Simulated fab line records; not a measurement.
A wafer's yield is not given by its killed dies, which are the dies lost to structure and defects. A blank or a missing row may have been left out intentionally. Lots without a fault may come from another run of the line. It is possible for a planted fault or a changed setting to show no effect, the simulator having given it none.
Matching of chambers | flow n5 finfet | rie diel-01 running N5_BEOL_M11_STRIP_19: 4 sister chambers
The step strips in O2. 4 wafers are shown with their chamber, then 8 later ones without.

## WAFERS, EACH WITH ITS CHAMBER
wafer  | chamber | showerhead plenum p Torr (Torr)
L084.3 | 3       | 2.01
L088.1 | 1       | 2.14
L089.4 | 2       | 2.08
L090.1 | 0       | 2.08

## WAFERS MISSING THEIR CHAMBER
wafer  | showerhead plenum p Torr (Torr)
L090.3 | 2.08
L090.5 | 2.08
L094.3 | 2.00
L094.5 | 2.08
L094.6 | 2.00
L097.1 | 2.00
L097.3 | 2.08
L097.6 | 2.08

## EACH ONE'S CHAMBER
wafer  | from the rows above     | in truth
L090.3 | can't be placed: 0 or 2 | 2
L090.5 | can't be placed: 0 or 2 | 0
L094.3 | 3                       | 3
L094.5 | can't be placed: 0 or 2 | 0
L094.6 | 3                       | 3
L097.1 | 3                       | 3
L097.3 | can't be placed: 0 or 2 | 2
L097.6 | can't be placed: 0 or 2 | 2
Placed correctly: 3 of 8. Unplaceable from these rows: 5, with the true chamber sitting among the candidates in 5. 0 placed wrongly.
How it was worked out, from the rows above alone: a wafer's distance from a chamber is the root of the sum, over the readings, of the square of ((its reading less the chamber's mean) divided by the reading's scatter). If the next closest chamber is less than 2 further off than the closest, the wafer can't be placed; otherwise it belongs to the closest. A chamber's mean is the mean of its shown wafers. The scatter (one wafer shown for each chamber): square how far every hidden wafer sits from the nearest shown wafer, average those squares and take the square root.
